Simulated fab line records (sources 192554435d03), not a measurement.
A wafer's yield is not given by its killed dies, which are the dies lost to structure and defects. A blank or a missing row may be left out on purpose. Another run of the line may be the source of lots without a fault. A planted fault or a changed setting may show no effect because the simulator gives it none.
fab line records	flow n5Finfet
record: lots: 6	wafers: 18	lastDay: 17
route steps=1938 shown BEOL_M1@829 BEOL_M2@841 BEOL_M4@1111 PASSIVATION@1936
lots that met no fault: from a run of the same line without faults
startH: hours from the record's first day to the start of the lot's first wafer shown	waitH: hours since the lot's step before	" the same as in the row above	L1.1+2: one row covering several wafers at once	- value missing, or start not given	* or withheld: withheld	< > ~ a bound
route shown NAME@n: NAME is a module with steps in the file, n the number in the route of the first one	usual: mean/standard deviation of fault-free wafers	same: alike in all rows	chamber/n: place in a boat	sites: readings site by site	_std_site: their standard deviation	_edge_site: inner sites' mean taken away from outer sites' mean	radiusMm: for every site, how far away it sits from the centre of the wafer	mask NAME#n: copy n	behind: the tool/chamber that last shaped the wafer	hold: why the lot went on hold/how many hours it stayed there/how the hold came to an end	device: whichever transistor did not switch (one of n, p or np)	end of line: tests of these same wafers at the route's end	step lacking rows: just its recipe	killed: at the first sort, the dies lost to defects and structure; wafer yield is something else	map: per-die view of a wafer (x killed, . not killed, _ where there is no die)
set.NAME: the setting as run; set.NAME@STEP: as run at that earlier step	model.NAME: the simulator's own value behind a step, which no gauge read
lots at selected steps of the route; one table per step, one row per wafer
services: a tool's chamber out of use, with start hour (startH, from the record's first day; less than 0 if before it), hours out, and reason
== steps ==
step: N5_BEOL_M1_ANNEAL_95
recipe: tempC: 400	timeS: 240	ambient: vacuum
usual: heaterPowerW: 839/60
lot.wafer	tool	chamber	startH	waitH	heaterPowerW
L676.1	pvdSputter-03	-	156.04	0.0	717
L676.2	"	-	"	"	828
L676.5	"	-	"	"	851
L678.2	pvdSputter-03	-	172.62	0.0	834
L678.3	"	-	"	"	855
L678.5	"	-	"	"	900
L686.2	pvdSputter-03	-	211.45	0.0	732
L686.4	"	-	"	"	886
L686.6	"	-	"	"	729
L690.3	pvdSputter-02	-	239.85	0.0	780
L690.5	"	-	"	"	919
L690.6	"	-	"	"	802
L691.4	pvdSputter-03	-	246.37	0.0	716
L691.5	"	-	"	"	826
L691.6	"	-	"	"	732
L692.2	pvdSputter-03	-	248.71	0.0	740
L692.5	"	-	"	"	865
L692.6	"	-	"	"	881
step: N5_BEOL_M1_SPUTTER_96
recipe: material: Cu	targetThkA: 45	tempC: -20	chamberPressurePa: 0.07	powerW: withheld	timeS: 8.29
step: N5_BEOL_M1_ECD_50
recipe: material: Cu	targetThkA: 3000
step: N5_BEOL_M1_ANNEAL_51
recipe: tempC: 225	timeS: 90	ambient: N2
usual: wafer_temp_C_max: 225.9/0.34
lot.wafer	tool	chamber	startH	waitH	wafer_temp_C_max
L676.1	rtpAnneal-02	0	156.39	0.1	225.6
L676.2	"	0	"	"	225.6
L676.5	"	0	"	"	225.5
L678.2	rtpAnneal-01	0	173.00	0.1	225.7
L678.3	"	0	"	"	226.0
L678.5	"	0	"	"	225.6
L686.2	rtpAnneal-02	0	211.83	0.1	225.5
L686.4	"	0	"	"	225.6
L686.6	"	0	"	"	225.8
L690.3	rtpAnneal-02	0	240.43	0.3	225.6
L690.5	"	0	"	"	225.6
L690.6	"	0	"	"	225.6
L691.4	rtpAnneal-01	0	246.88	0.2	226.2
L691.5	"	0	"	"	226.2
L691.6	"	0	"	"	226.3
L692.2	rtpAnneal-01	0	249.09	0.1	226.3
L692.5	"	0	"	"	226.2
L692.6	"	0	"	"	225.9
step: N5_BEOL_M1_CMP_52
recipe: stopOn: SiOC	tOverpolishS: 6.8	downForcePsi: 1	platenRpm: 50	clearingPlatenDownForcePsi: 1.5	clearingPlatenRpm: 50	postCmpClean: cuAlkaline	targetThkNm: 40	clearingPlatenPadVelocityMS: 0.99484	padVelocityMS: 0.99484
usual: barrierFieldEndpointS: 24.4/0.66	edgeZonePressureFrac: 1.000/0.0049	motorCurrentA: 6.2/0.75	overpolishRunS: 6.801/0.0084	timeToEndpointS: 62/3.3
lot.wafer	tool	chamber	startH	waitH	barrierFieldEndpointS	edgeZonePressureFrac	motorCurrentA	overpolishRunS	timeToEndpointS
L676.2	cmp-03	3	156.70	0.2	24.5	0.996	5.6	6.797	65
L676.1	"	1	"	"	24.0	0.997	6.1	6.791	61
L676.5	"	0	"	"	24.6	1.003	7.0	6.801	62
L678.3	cmp-03	2	173.25	0.2	24.1	0.999	6.5	6.790	62
L678.2	"	1	"	"	24.6	0.999	6.1	6.808	62
L678.5	"	2	"	"	23.9	0.995	6.6	6.812	60
L686.2	cmp-03	3	212.08	0.2	23.6	0.998	5.9	6.799	66
L686.4	"	2	"	"	24.1	0.997	6.4	6.791	63
L686.6	"	3	"	"	24.8	0.990	6.0	6.789	68
L690.3	cmp-01	1	240.65	0.2	23.4	1.002	6.6	6.781	58
L690.5	"	1	"	"	23.5	0.993	6.4	6.811	60
L690.6	"	2	"	"	23.3	1.003	4.5	6.807	56
L691.4	cmp-03	2	247.16	0.2	23.5	1.008	6.7	6.802	59
L691.6	"	3	"	"	25.0	1.000	6.0	6.797	64
L691.5	"	0	"	"	23.8	0.992	7.6	6.816	60
L692.2	cmp-03	3	249.46	0.3	24.8	0.991	5.8	6.799	67
L692.6	"	0	"	"	23.8	1.003	7.4	6.805	64
L692.5	"	1	"	"	24.9	0.999	5.9	6.800	67
step: N5_BEOL_M1_PRE_CLEAN_60
recipe: gas: NH3/H2	timeS: 15	tempC: *	rfPowerW: 300
step: N5_BEOL_M1_CO_CAP_55
recipe: material: Co	targetThkA: 20	tempC: 200	precursor: CCTBA/H2	pressureTorr: 30	timeS: 102.1
usual: chamberPressureTorr: 30.01/0.072	heaterPowerW: 239/34
lot.wafer	tool	chamber	startH	waitH	chamberPressureTorr	heaterPowerW
L676.1	cvdCo-02	0	157.08	0.0	29.92	221
L676.2	"	2	"	"	29.99	230
L676.5	"	1	"	"	29.92	225
L678.2	cvdCo-02	1	173.83	0.0	29.91	227
L678.3	"	2	"	"	30.07	227
L678.5	"	1	"	"	30.00	225
L686.2	cvdCo-01	0	212.60	0.0	30.14	295
L686.4	"	0	"	"	30.18	289
L686.6	"	2	"	"	30.15	199
L690.3	cvdCo-01	1	241.03	0.0	30.04	281
L690.5	"	0	"	"	30.07	293
L690.6	"	1	"	"	30.02	287
L691.4	cvdCo-01	0	247.45	0.0	30.00	296
L691.5	"	1	"	"	29.98	288
L691.6	"	2	"	"	30.04	195
L692.2	cvdCo-01	0	249.72	0.0	29.90	292
L692.5	"	0	"	"	29.86	290
L692.6	"	2	"	"	29.98	192
step: N5_BEOL_M1_PRE_CLEAN_56
recipe: gas: NH3	timeS: 15	tempC: withheld	rfPowerW: 300
step: N5_BEOL_M1_DEP_57
recipe: material: SiCN	targetThkA: 80	tempC: withheld	precursor: 3MS/NH3	pressureTorr: 3	rfW: 202	timeS: 14
usual: chamberPressureTorr: 3.000/0.0065	showerheadPlenumPTorr: 3.658/0.012	throttleValvePct: 9.2/0.7
lot.wafer	tool	chamber	startH	waitH	chamberPressureTorr	showerheadPlenumPTorr	throttleValvePct
L676.1	pecvd-01	2	157.19	0.0	2.989	3.663	9.3
L676.2	"	1	"	"	2.996	3.674	8.9
L676.5	"	0	"	"	3.001	3.656	9.1
L678.2	pecvd-04	0	173.95	0.0	3.006	3.655	9.0
L678.3	"	1	"	"	2.999	3.663	9.4
L678.5	"	0	"	"	3.007	3.659	9.0
L686.2	pecvd-03	2	212.75	0.0	2.991	3.649	8.3
L686.4	"	2	"	"	2.997	3.658	8.2
L686.6	"	0	"	"	3.012	3.651	10.9
L690.3	pecvd-03	0	241.14	0.0	2.997	3.657	11.3
L690.5	"	1	"	"	2.999	3.629	9.7
L690.6	"	2	"	"	2.995	3.662	8.2
L691.4	pecvd-03	1	247.55	0.0	2.999	3.635	9.3
L691.5	"	0	"	"	3.005	3.657	11.2
L691.6	"	2	"	"	3.001	3.645	8.2
L692.2	pecvd-04	2	249.83	0.0	2.997	3.641	9.0
L692.5	"	0	"	"	2.995	3.659	9.4
L692.6	"	1	"	"	3.009	3.665	8.8
step: N5_BEOL_M1_INSPECT_59
recipe: inspectInstrument: darkfield	mode: postDep
usual: rawDefectCount: 71/23
lot.wafer	tool	chamber	startH	waitH	rawDefectCount
L676.1	defectInspect-02	-	157.28	0.0	53
L676.2	"	-	"	"	60
L676.5	"	-	"	"	55
L678.2	defectInspect-01	-	174.04	0.0	51
L678.3	"	-	"	"	60
L678.5	"	-	"	"	77
L686.2	defectInspect-02	-	212.85	0.0	54
L686.4	"	-	"	"	55
L686.6	"	-	"	"	39
L690.3	defectInspect-01	-	241.24	0.0	57
L690.5	"	-	"	"	110
L690.6	"	-	"	"	56
L691.4	defectInspect-01	-	247.63	0.0	95
L691.5	"	-	"	"	82
L691.6	"	-	"	"	71
L692.2	defectInspect-01	-	249.93	0.0	122
L692.5	"	-	"	"	80
L692.6	"	-	"	"	95
step: N5_BEOL_M2_ILD_DEP_00
recipe: material: SiOC	targetThkA: 790	tempC: 350	precursor: DEMS/O2	pressureTorr: 5	rfW: 500	timeS: 15.3
usual: chamberPressureTorr: 5.002/0.01	heaterPowerW: 472/110	showerheadPlenumPTorr: 5.695/0.016	susceptorTempC: 349.95/0.22	throttleValvePct: 11.7/0.45
lot.wafer	tool	chamber	startH	waitH	chamberPressureTorr	heaterPowerW	showerheadPlenumPTorr	susceptorTempC	throttleValvePct
L676.1	pecvd-02	1	157.32	0.0	5.000	522	5.703	349.87	12.0
L676.2	"	2	"	"	5.002	564	5.708	349.85	11.1
L676.5	"	2	"	"	5.011	574	5.691	349.98	11.1
L678.2	pecvd-01	0	174.08	0.0	5.006	581	5.675	349.76	12.1
L678.3	"	1	"	"	5.009	335	5.719	349.89	11.7
L678.5	"	2	"	"	5.000	460	5.684	349.83	12.2
L686.2	pecvd-02	0	212.88	0.0	5.001	302	5.723	349.62	11.0
L686.4	"	2	"	"	5.010	509	5.711	350.01	11.3
L686.6	"	0	"	"	4.992	311	5.714	349.61	11.2
L690.3	pecvd-04	0	241.27	0.0	4.997	460	5.693	349.91	12.1
L690.5	"	0	"	"	5.004	479	5.687	350.08	11.7
L690.6	"	1	"	"	5.000	375	5.680	350.26	12.0
L691.4	pecvd-02	1	247.68	0.1	5.018	464	5.711	348.61	11.5
L691.5	"	2	"	"	5.013	563	5.695	348.05	11.0
L691.6	"	0	"	"	5.001	321	5.732	348.32	11.0
L692.2	pecvd-02	1	249.96	0.0	5.000	541	5.694	348.36	11.6
L692.5	"	2	"	"	4.995	521	5.694	348.25	11.0
L692.6	"	0	"	"	4.999	302	5.734	348.47	11.1
step: N5_BEOL_M2_THK_MEAS_01
recipe: reads: SiOC_of_BEOL_M2_ILD_DEP_00
usual: M2_ILD_THK: 79.5/1.1
lot.wafer	tool	chamber	startH	waitH	M2_ILD_THK[nm]
L676.1	filmMetro-01	-	157.39	0.0	77.4
L676.2	"	-	"	"	78.3
L676.5	"	-	"	"	79.7
L678.2	filmMetro-02	-	174.14	0.1	78.4
L678.3	"	-	"	"	79.0
L678.5	"	-	"	"	80.2
L686.2	filmMetro-01	-	212.95	0.1	78.8
L686.4	"	-	"	"	79.7
L686.6	"	-	"	"	79.9
L690.3	filmMetro-02	-	241.34	0.1	78.2
L690.5	"	-	"	"	80.5
L690.6	"	-	"	"	79.4
L691.4	filmMetro-01	-	247.74	0.0	80.4
L691.5	"	-	"	"	80.7
L691.6	"	-	"	"	80.5
L692.2	filmMetro-02	-	250.04	0.1	78.4
L692.5	"	-	"	"	80.1
L692.6	"	-	"	"	80.4
step: N5_BEOL_M4_RC_MEAS_101
usual: DIBL_N: 36.0/2.5	DIBL_P: 36.2/3	IOFF_N: 0.16/0.044	IOFF_P: 0.21/0.049	ION_N: 671/15	ION_P: 461/8.7	SS_N: 71.5/0.72	SS_P: 73.4/0.9	VT_N: 251/4.4	VT_P: -250/4
lot.wafer	tool	chamber	startH	waitH	DIBL_N[mV/V]	DIBL_P[mV/V]	IOFF_N[nA/um]	IOFF_P[nA/um]	ION_N[uA/um]	ION_P[uA/um]	SS_N[mV/dec]	SS_P[mV/dec]	VT_N[mV]	VT_P[mV]
L676.1	prober-02	0	206.65	0.0	36.0	38.5	0.17	0.23	659	456	71.8	74.9	248	-248
L676.2	"	0	"	"	34.5	36.1	0.15	0.20	676	468	71.1	73.7	247	-249
L676.5	"	0	"	"	33.9	35.1	0.13	0.18	656	451	71.0	73.2	251	-252
L678.2	prober-02	0	215.42	0.2	37.3	37.8	0.17	0.23	682	467	71.5	73.6	248	-250
L678.3	"	0	"	"	35.3	35.8	0.13	0.19	675	467	71.4	73.0	250	-253
L678.5	"	0	"	"	38.8	38.8	0.21	0.24	697	474	72.1	74.2	245	-247
L686.2	prober-01	0	258.56	0.2	31.9	32.2	0.09	0.15	640	450	70.3	72.3	257	-252
L686.4	"	0	"	"	33.8	33.6	0.12	0.17	651	452	71.5	72.2	254	-249
L686.6	"	0	"	"	33.8	34.5	0.12	0.19	663	460	71.3	73.1	255	-251
L691.4	prober-01	0	286.28	0.5	35.8	37.2	0.17	0.23	678	467	72.0	73.5	249	-246
L691.5	"	0	"	"	35.5	35.5	0.18	0.22	682	469	71.5	73.4	249	-249
L691.6	"	0	"	"	34.7	35.6	0.14	0.21	664	457	70.9	73.2	252	-249
L692.2	prober-01	0	286.90	0.6	33.0	32.5	0.11	0.17	652	453	70.0	71.8	252	-254
L692.5	"	0	"	"	33.3	33.4	0.11	0.17	665	464	71.3	71.8	255	-254
L692.6	"	0	"	"	36.1	34.9	0.15	0.19	668	453	72.4	72.9	252	-252
L690.3	prober-02	0	301.99	0.3	41.1	42.8	0.24	0.33	691	469	72.4	75.3	242	-244
L690.5	"	0	"	"	38.0	38.4	0.17	0.22	679	456	71.8	74.9	250	-254
L690.6	"	0	"	"	41.0	42.0	0.23	0.31	688	471	72.8	74.7	244	-246
step: N5_PASSIVATION_PROBE_49
usual: defectLimitedYield: 91.7/1.4	killed_at_M0_to_M3: 31/11	killed_at_M4_up: 13/4.6	killedAtContacts: 13/6.7	killedAtFrontEnd: 39/9.6	killedAtOther: 3.5/2.8	killedDies: 98/16	killedOpen: 64/11	killedShort: 33/8.5	sort_bin_4_leakage: 0.00/0.032	sort_bin_5_function: 4.9/0.96	sort_bin_6_memory: 3.1/0.59	sortNPass: 1080/23	sortYieldPct: 91.5/1.9
same: grossDies: 1180	killedAtBackSide: 0	sort_bin_8_speed[%]: 0
lot.wafer	tool	chamber	startH	waitH	defectLimitedYield[%]	killed_at_M0_to_M3	killed_at_M4_up	killedAtContacts	killedAtFrontEnd	killedAtOther	killedDies	killedOpen	killedShort	sort_bin_4_leakage[%]	sort_bin_5_function[%]	sort_bin_6_memory[%]	sortNPass	sortYieldPct[%]
L678.2	prober-02	-	326.53	0.8	91.2	22	18	10	50	4	104	67	37	0	4.6	3.7	1076	91.2
L678.3	prober-02	-	326.58	0.9	92.5	29	11	2	46	0	88	53	34	0	4.2	2.9	1092	92.5
L678.5	prober-02	-	326.68	1.0	93.8	16	23	8	26	0	73	52	20	0	3.2	2.5	1107	93.8
killed by level:class
L678.2 STI_FIN_REVEAL:geometricParticle:open=18 MOL_CONTACT_COAG:geometricParticle:open=7 FIN_SAQP:geometricParticle:short=6 BEOL_M1:geometricParticle:open=6 FIN_SAQP:geometricParticle:open=4 BEOL_M0_SAQP:geometricParticle:open=4 BEOL_M4:geometricParticle:open=4 STARTING-WAFER:geometricParticle:short=4
L678.3 STI_FIN_REVEAL:geometricParticle:open=19 BEOL_M0_SAQP:geometricParticle:open=6 BEOL_M0:geometricParticle:short=5 STARTING-WAFER:geometricParticle:open=5 FIN_SAQP:geometricParticle:open=4 STI_FIN_REVEAL:geometricParticle:short=4 BEOL_M0_SAQP:geometricParticle:short=4 FIN_SAQP:geometricParticle:short=3
L678.5 BEOL_M4:geometricParticle:open=12 STI_FIN_REVEAL:geometricParticle:open=6 MOL_CONTACT_COAG:geometricParticle:open=6 BEOL_M5:geometricParticle:open=5 FIN_SAQP:geometricParticle:short=4 BEOL_M0:geometricParticle:open=4 STARTING-WAFER:geometricParticle:open=4 ILD0:geometricParticle:short=3
== services ==
tool	chamber	startH	hours	kind
pecvd-04	1	132.25	2.1	scheduledDown
pvdSputter-02	-	134.70	2.2	repair
pecvd-04	2	134.94	5.5	scheduledDown
cmp-03	-	135.93	-	consumableReplace:conditioner
cmp-03	-	135.93	-	consumableReplace:pad
cvdCo-01	-	139.55	6.9	pm
pecvd-01	-	148.62	1.1	repair
pecvd-01	-	149.76	2.8	pm
pecvd-04	1	156.71	4.8	repair
pecvd-02	-	177.81	12.4	repair
pecvd-03	2	180.79	5.7	repair
pecvd-04	0	188.67	5.5	scheduledDown
pecvd-01	-	189.62	5.5	pm
cvdCo-02	0	199.15	4.1	repair
pecvd-04	2	202.38	-	clean
cvdCo-01	1	207.95	6.3	repair
cmp-01	-	213.14	15.0	pm
pecvd-02	-	218.26	16.8	repair
cvdCo-01	-	222.18	14.6	pm
pecvd-02	-	237.05	4.3	pm
cmp-01	-	241.18	2.2	pm
pecvd-03	-	242.55	1.7	repair
cmp-01	-	243.90	4.0	pm
pecvd-03	-	247.71	5.3	repair
== key ==
firstSign: step: N5_BEOL_M2_ILD_DEP_00	reading: susceptorTempC	direction: down	sigmas: 7.2	usual: *	struck: *
effect none on later readings
metAt N5_BEOL_M2_ILD_DEP_00
struckWafers L691.4,L691.5,L691.6,L692.2,L692.5,L692.6
onsetBetween 212.88 247.68
fault: kind: processParameterDrift	tool: pecvd-02	chamber: -	onsetH: 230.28	steps: N5_BEOL_M2_ILD_DEP_00	channel: tempC	offset: *	shape: step	endH: 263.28	actsIn: *	stated: *
